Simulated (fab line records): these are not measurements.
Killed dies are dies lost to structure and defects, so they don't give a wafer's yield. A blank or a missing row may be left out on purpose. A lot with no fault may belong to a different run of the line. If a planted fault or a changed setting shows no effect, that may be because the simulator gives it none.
Matching of chambers :: flow n5_finfet :: N5_HKMG_FIN_STRIP_92 on rie_diel-05 has 4 sister chambers
The step strips SOC in N2/H2, time 20 s. 18 wafers are shown with their chamber, then 9 later ones without.

== EACH WAFER AND ITS CHAMBER ==
wafer: L077.2
chamber: 2
showerhead_plenum_p_Torr (Torr): 3.59
drypump_motor_current_A (A): 5.4
throttle_valve_pct (%): 19.0

wafer: L077.3
chamber: 1
showerhead_plenum_p_Torr (Torr): 3.29
drypump_motor_current_A (A): 5.1
throttle_valve_pct (%): 18.8

wafer: L077.5
chamber: 2
showerhead_plenum_p_Torr (Torr): 3.59
drypump_motor_current_A (A): 5.4
throttle_valve_pct (%): 19.0

wafer: L078.1
chamber: 2
showerhead_plenum_p_Torr (Torr): 3.59
drypump_motor_current_A (A): 5.4
throttle_valve_pct (%): 19.0

wafer: L078.2
chamber: 0
showerhead_plenum_p_Torr (Torr): 3.51
drypump_motor_current_A (A): 5.9
throttle_valve_pct (%): 19.2

wafer: L078.3
chamber: 1
showerhead_plenum_p_Torr (Torr): 3.29
drypump_motor_current_A (A): 5.1
throttle_valve_pct (%): 18.9

wafer: L083.1
chamber: 2
showerhead_plenum_p_Torr (Torr): 3.58
drypump_motor_current_A (A): 5.4
throttle_valve_pct (%): 19.0

wafer: L083.5
chamber: 0
showerhead_plenum_p_Torr (Torr): 3.51
drypump_motor_current_A (A): 5.9
throttle_valve_pct (%): 19.2

wafer: L083.6
chamber: 1
showerhead_plenum_p_Torr (Torr): 3.29
drypump_motor_current_A (A): 5.1
throttle_valve_pct (%): 18.9

wafer: L085.3
chamber: 3
showerhead_plenum_p_Torr (Torr): 3.17
drypump_motor_current_A (A): 6.4
throttle_valve_pct (%): 19.2

wafer: L085.4
chamber: 0
showerhead_plenum_p_Torr (Torr): 3.51
drypump_motor_current_A (A): 5.9
throttle_valve_pct (%): 19.2

wafer: L085.5
chamber: 0
showerhead_plenum_p_Torr (Torr): 3.51
drypump_motor_current_A (A): 5.9
throttle_valve_pct (%): 19.2

wafer: L087.2
chamber: 1
showerhead_plenum_p_Torr (Torr): 3.28
drypump_motor_current_A (A): 5.1
throttle_valve_pct (%): 18.9

wafer: L087.4
chamber: 3
showerhead_plenum_p_Torr (Torr): 3.17
drypump_motor_current_A (A): 6.4
throttle_valve_pct (%): 19.2

wafer: L087.5
chamber: 2
showerhead_plenum_p_Torr (Torr): 3.57
drypump_motor_current_A (A): 5.4
throttle_valve_pct (%): 19.0

wafer: L089.1
chamber: 2
showerhead_plenum_p_Torr (Torr): 3.57
drypump_motor_current_A (A): 5.3
throttle_valve_pct (%): 19.0

wafer: L089.2
chamber: 1
showerhead_plenum_p_Torr (Torr): 3.28
drypump_motor_current_A (A): 5.1
throttle_valve_pct (%): 18.9

wafer: L089.6
chamber: 2
showerhead_plenum_p_Torr (Torr): 3.57
drypump_motor_current_A (A): 5.3
throttle_valve_pct (%): 19.0

SIGNATURES (means of the wafers above)
reading: showerhead_plenum_p_Torr
chamber 0: 3.5100
chamber 1: 3.2860
chamber 2: 3.5800
chamber 3: 3.1700
scatter within a chamber: 0.00717

reading: drypump_motor_current_A
chamber 0: 5.900
chamber 1: 5.100
chamber 2: 5.371
chamber 3: 6.400
scatter within a chamber: 0.0319

reading: throttle_valve_pct
chamber 0: 19.200
chamber 1: 18.880
chamber 2: 19.000
chamber 3: 19.200
scatter within a chamber: 0.0239
Rule: distance of a wafer from a chamber = root of the sum over the readings of ((wafer's reading minus chamber's mean) / reading's scatter) squared. The wafer belongs to the nearest chamber; if the next one is less than 2 further off, it can't be placed. The scatter: take each reading less its chamber's mean, square it, sum over the shown wafers, divide by the number of wafers less the number of chambers, and take the root.

== WAFERS WITH NO CHAMBER GIVEN ==
wafer: L094.1
showerhead_plenum_p_Torr (Torr): 3.57
drypump_motor_current_A (A): 5.3
throttle_valve_pct (%): 19.0

wafer: L094.4
showerhead_plenum_p_Torr (Torr): 3.49
drypump_motor_current_A (A): 5.9
throttle_valve_pct (%): 19.2

wafer: L094.5
showerhead_plenum_p_Torr (Torr): 3.49
drypump_motor_current_A (A): 5.9
throttle_valve_pct (%): 19.2

wafer: L095.1
showerhead_plenum_p_Torr (Torr): 3.57
drypump_motor_current_A (A): 5.4
throttle_valve_pct (%): 19.0

wafer: L095.4
showerhead_plenum_p_Torr (Torr): 3.27
drypump_motor_current_A (A): 5.1
throttle_valve_pct (%): 18.9

wafer: L095.6
showerhead_plenum_p_Torr (Torr): 3.57
drypump_motor_current_A (A): 5.4
throttle_valve_pct (%): 19.0

wafer: L096.3
showerhead_plenum_p_Torr (Torr): 3.27
drypump_motor_current_A (A): 5.1
throttle_valve_pct (%): 19.0

wafer: L096.5
showerhead_plenum_p_Torr (Torr): 3.16
drypump_motor_current_A (A): 6.4
throttle_valve_pct (%): 19.2

wafer: L096.6
showerhead_plenum_p_Torr (Torr): 3.49
drypump_motor_current_A (A): 5.9
throttle_valve_pct (%): 19.3

== WHICH CHAMBER EACH WENT THROUGH ==
wafer: L094.1
from the rows above: 2
in truth: 2

wafer: L094.4
from the rows above: 0
in truth: 0

wafer: L094.5
from the rows above: 0
in truth: 0

wafer: L095.1
from the rows above: 2
in truth: 2

wafer: L095.4
from the rows above: 1
in truth: 1

wafer: L095.6
from the rows above: 2
in truth: 2

wafer: L096.3
from the rows above: 1
in truth: 1

wafer: L096.5
from the rows above: 3
in truth: 3

wafer: L096.6
from the rows above: 0
in truth: 0
9 of 9 placed correctly. Number that these rows cannot place: 0. Wrongly placed: 0.
